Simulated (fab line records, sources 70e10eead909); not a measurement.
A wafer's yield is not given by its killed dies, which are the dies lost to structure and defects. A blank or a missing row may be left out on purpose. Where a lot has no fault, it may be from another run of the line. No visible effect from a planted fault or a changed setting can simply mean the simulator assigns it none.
A struck lot beside a sound one    flow nand_harc    18 out of 1159 route steps
Sound: wafers L638.3, L638.5, L638.6. Wafers L627.1, L627.2, L627.4 were the ones struck. The cause comes at the end.
For every step that has rows: the tool of each side, followed by ch and its chambers, followed by its first start. Under that, the readings that differ: sound wafers    struck wafers    difference of the means    sigmas: that difference in standard deviations of wafers without a fault.
alike: a reading whose means differ by less than 2 such deviations, as well as words and numbers matching on both sides. not compared: withheld readings; readings where some wafer has no value; bounds like >300 that might hide an equal value; numbers whose values overlap and for which the record gives no deviation.
A row with sigmas, a row that says differs or no value, or rows on one side alone: a step with any of these is where the two part. Numbers that have no deviation but don't overlap get no sigmas and don't part them. Lack of a reading on every wafer of one side parts them only where that side has two or more wafers.

NHARC_P_GATE_ALD_36: deposits SiNx, target thk 20 nm, pulse time 60 s, ald cycles 223.
  sound on ald_sin-02 ch 0,1, day 8 02:41; struck on ald_sin-01 ch 0,2,3, day 5 06:58
  alike: heater_power_w, precursor_pulse_height_rel
NHARC_P_GATE_ETCHBACK_37: etches the open film in CHF3/O2, target depth 34.5 nm, time 17.2 s.
  sound on rie_diel-09 ch 0,3; struck on rie_diel-01 ch 0,2,3
  alike: drypump_motor_current_A, mfc_ar_sccm, oes_product_au, rf_vpp_V, showerhead_plenum_p_Torr, throttle_valve_pct
  not compared: rf_hours_counter_h
NHARC_P_GATE_STRIP_101: strips in O2, time 20 s.
  sound on rie_diel-09 ch 0,1,2, day 8 12:19; struck on rie_diel-01 ch 0,1,3, day 5 16:30
  alike: drypump_motor_current_A, mfc_ar_sccm, oes_product_au, rf_vpp_V, showerhead_plenum_p_Torr, throttle_valve_pct
  not compared: rf_hours_counter_h
then, 9 steps without rows for these wafers: NHARC_P_GATE_PRECLEAN_97 (cleans in SPM, time 600 s); NHARC_P_GATE_SRD_98; NHARC_P_GATE_PRECLEAN_99 (cleans in SC1); NHARC_P_GATE_SRD_100; NHARC_P_GATE_DEHYDRATE_38 (time 120 s); NHARC_P_GATE_HMDS_39 (time 30 s); NHARC_P_GATE_COAT_40; NHARC_P_GATE_SOFTBAKE_41 (time 95 s); NHARC_P_GATE_EBR_42.
NHARC_P_GATE_EXPOSE_43: exposes mask P NSD, target cd 720 nm.
  sound on krf_scanner-03 ch 0, day 8 12:58; struck on krf_scanner-03 ch 0, day 5 17:16
reading  sound                    struck                      difference  sigmas
mask     P_NSD#0 P_NSD#0 P_NSD#0  P_HVPW#0 P_HVPW#0 P_HVPW#0  differs     
then, 2 steps without rows for these wafers: NHARC_P_GATE_PEB_44 (peb time 85 s); NHARC_P_GATE_DEVELOP_45 (time 70 s).
NHARC_P_GATE_CD_MEAS_46: target cd 720 nm.
  sound on cd_sem-03 ch 0, day 8 13:07; struck on cd_sem-01 ch 0, day 5 17:25
reading     sound              struck  difference                     sigmas
cd_nm (nm)  720.1 720.1 719.8  - - -   no value on the struck wafers  
then, 1 step without rows for these wafers: NHARC_P_GATE_HARDBAKE_47 (time 80 s).
-- the record jumps here: 14 days lie between the struck wafers' starts before and after (it left off in module P_GATE and takes up again in module END, whose first step shown is number 1159 of the route) --
NHARC_END_SORT_01:
  at this point the record logs the struck wafers (prober-01 ch 0, day 19 22:42) and has no rows for the sound ones

WHERE THEY PART
At NHARC_P_GATE_EXPOSE_43 first; at NHARC_END_SORT_01 last (within this record only).

WHY: what had been put in by the simulator
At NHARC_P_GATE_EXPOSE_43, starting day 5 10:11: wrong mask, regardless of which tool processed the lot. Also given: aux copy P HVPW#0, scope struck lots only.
